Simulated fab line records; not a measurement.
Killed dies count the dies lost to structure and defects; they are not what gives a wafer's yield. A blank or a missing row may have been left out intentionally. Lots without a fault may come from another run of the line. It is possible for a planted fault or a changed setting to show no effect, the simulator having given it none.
The tool behind it: which one? -- flow nand_harc -- 11 lots, 33 wafers sampled, at 2 steps of a route of 1302

== WHAT EACH GAUGE READ, for each wafer ==
NHARC_P_ZERO_WELL_CD_MEAS_24: target cd 720 nm.
lot,measured,on,cd_nm (nm)
L296,day 1 22:38,cd_sem-02,720 718 714
L298,day 2 18:37,cd_sem-01,714 712 721
L302,day 4 10:46,cd_sem-03,721 723 721
L304,day 5 06:32,cd_sem-03,717 717 721
L305,day 5 16:35,cd_sem-02,718 718 723
L307,day 6 12:35,cd_sem-02,- - -
L308,day 6 22:35,cd_sem-01,714 715 721
L312,day 8 14:37,cd_sem-02,719 721 721
L317,day 10 16:46,cd_sem-01,725 717 722
L318,day 11 02:38,cd_sem-02,719 713 717
L319,day 11 12:36,cd_sem-03,724 716 722

== EACH LOT AND THE TOOL THAT RAN IT (in order: tool; ch and the chambers of the sampled wafers; start) ==
lot,NHARC_P_ZERO_WELL_EXPOSE_21
L296,"krf_scanner-04 ch 0, day 1 22:29"
L298,"krf_scanner-02 ch 0, day 2 18:28"
L302,"krf_scanner-02 ch 0, day 4 10:37"
L304,"krf_scanner-04 ch 0, day 5 06:23"
L305,"krf_scanner-03 ch 0, day 5 16:26"
L307,"krf_scanner-02 ch 0, day 6 12:26"
L308,"krf_scanner-03 ch 0, day 6 22:26"
L312,"krf_scanner-02 ch 0, day 8 14:27"
L317,"krf_scanner-02 ch 0, day 10 16:37"
L318,"krf_scanner-04 ch 0, day 11 02:29"
L319,"krf_scanner-03 ch 0, day 11 12:26"
- NHARC_P_ZERO_WELL_EXPOSE_21: exposes mask P NWELL, target cd 720 nm.

== THE ANSWER, worked out from the rows above alone ==
Rule: the usual values come from the lots themselves. The widest of any qualifying gaps counts: lots, ordered by their means at a reading, are off when they make up no more than a third of the lots, leave a main group of 4 or more, and stand apart from it by 3 or more times the standard deviation of that group's means. If all means in a main group match to the digits the tables above print for the reading, that group is not used. Also off: a lot with no number at a reading for which 4 or more lots have one. Any other lot the step has rows for is counted as sound.
Off: L307 (NHARC_P_ZERO_WELL_CD_MEAS_24, cd_nm). Without a number there: L307. The main group has a mean of 719 nm with a standard deviation of 2.1.
A tool fits if, at a process step before that reading, it ran every lot that is off, and no sound lot after the first of them. The gauges at NHARC_P_ZERO_WELL_CD_MEAS_24 are tried like those tools. No candidate that was tried fits.

== WHAT WAS PUT IN BY THE SIMULATOR ==
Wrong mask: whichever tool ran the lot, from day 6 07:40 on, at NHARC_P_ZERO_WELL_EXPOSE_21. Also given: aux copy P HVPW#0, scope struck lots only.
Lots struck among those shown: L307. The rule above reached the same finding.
